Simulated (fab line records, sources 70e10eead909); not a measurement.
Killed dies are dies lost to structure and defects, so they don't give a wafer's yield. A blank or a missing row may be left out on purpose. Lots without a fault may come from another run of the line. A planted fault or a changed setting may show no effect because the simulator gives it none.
Chamber matching | flow nand_harc | NHARC_A_STAIRCASE_TRIM_229 on rie_diel-07: 4 sister chambers
The step chemistry O2, time 211.2 s. 16 wafers are shown with their chamber, then 8 later ones without.

WAFERS WITH THEIR CHAMBER
wafer  | chamber | drypump_motor_current_A (A) | showerhead_plenum_p_Torr (Torr) | oes_product_au (a.u.)
L075.1 | 3       | 5.8                         | 3.60                            | 1.016
L075.3 | 2       | 6.3                         | 3.80                            | 0.987
L075.6 | 0       | 5.3                         | 3.72                            | 0.994
L079.1 | 1       | 5.8                         | 3.57                            | 0.983
L079.4 | 3       | 5.8                         | 3.60                            | 1.013
L079.6 | 2       | 6.3                         | 3.80                            | 0.979
L080.1 | 1       | 5.8                         | 3.56                            | 0.986
L080.2 | 2       | 6.3                         | 3.80                            | 1.002
L080.4 | 3       | 5.8                         | 3.60                            | 1.023
L084.2 | 2       | 6.3                         | 3.79                            | 0.978
L084.3 | 0       | 5.3                         | 3.71                            | 0.986
L084.5 | 1       | 5.9                         | 3.56                            | 0.987
L089.2 | 2       | 6.3                         | 3.79                            | 0.976
L089.5 | 2       | 6.3                         | 3.79                            | 0.982
L089.6 | 1       | 5.9                         | 3.56                            | 0.971
L091.2 | 3       | 5.8                         | 3.59                            | 1.024

SIGNATURES (means of the wafers above)
reading                  | chamber 0 | chamber 1 | chamber 2 | chamber 3 | scatter within a chamber
drypump_motor_current_A  | 5.300     | 5.850     | 6.300     | 5.800     | 0.0289
showerhead_plenum_p_Torr | 3.7150    | 3.5625    | 3.7950    | 3.5975    | 0.0054
oes_product_au           | 0.99000   | 0.98175   | 0.98400   | 1.01900   | 0.00787
Rule: a wafer's distance from a chamber is the root of the sum, over the readings, of the square of ((its reading less the chamber's mean) divided by the reading's scatter). The wafer belongs to the nearest chamber; if the next one is less than 2 further off, it can't be placed. The scatter: the root of (the sum of the squares of (reading less its chamber's mean) over the shown wafers, divided by (wafers less chambers)).

WAFERS WITHOUT THEIR CHAMBER
wafer  | drypump_motor_current_A (A) | showerhead_plenum_p_Torr (Torr) | oes_product_au (a.u.)
L091.4 | 5.3                         | 3.70                            | 0.999
L091.6 | 5.3                         | 3.70                            | 1.003
L090.2 | 5.3                         | 3.70                            | 0.997
L090.4 | 5.8                         | 3.59                            | 1.024
L090.5 | 6.3                         | 3.78                            | 0.980
L095.1 | 5.9                         | 3.55                            | 0.998
L095.3 | 5.8                         | 3.58                            | 1.024
L095.6 | 5.9                         | 3.55                            | 1.006

WHICH CHAMBER EACH WENT THROUGH
wafer  | from the rows above | in truth
L091.4 | 0                   | 0
L091.6 | 0                   | 0
L090.2 | 0                   | 0
L090.4 | 3                   | 3
L090.5 | 2                   | 2
L095.1 | 1                   | 1
L095.3 | 3                   | 3
L095.6 | 1                   | 1
Placed correctly: 8 of 8. Can't be placed from these rows: 0. Placed wrongly: 0.
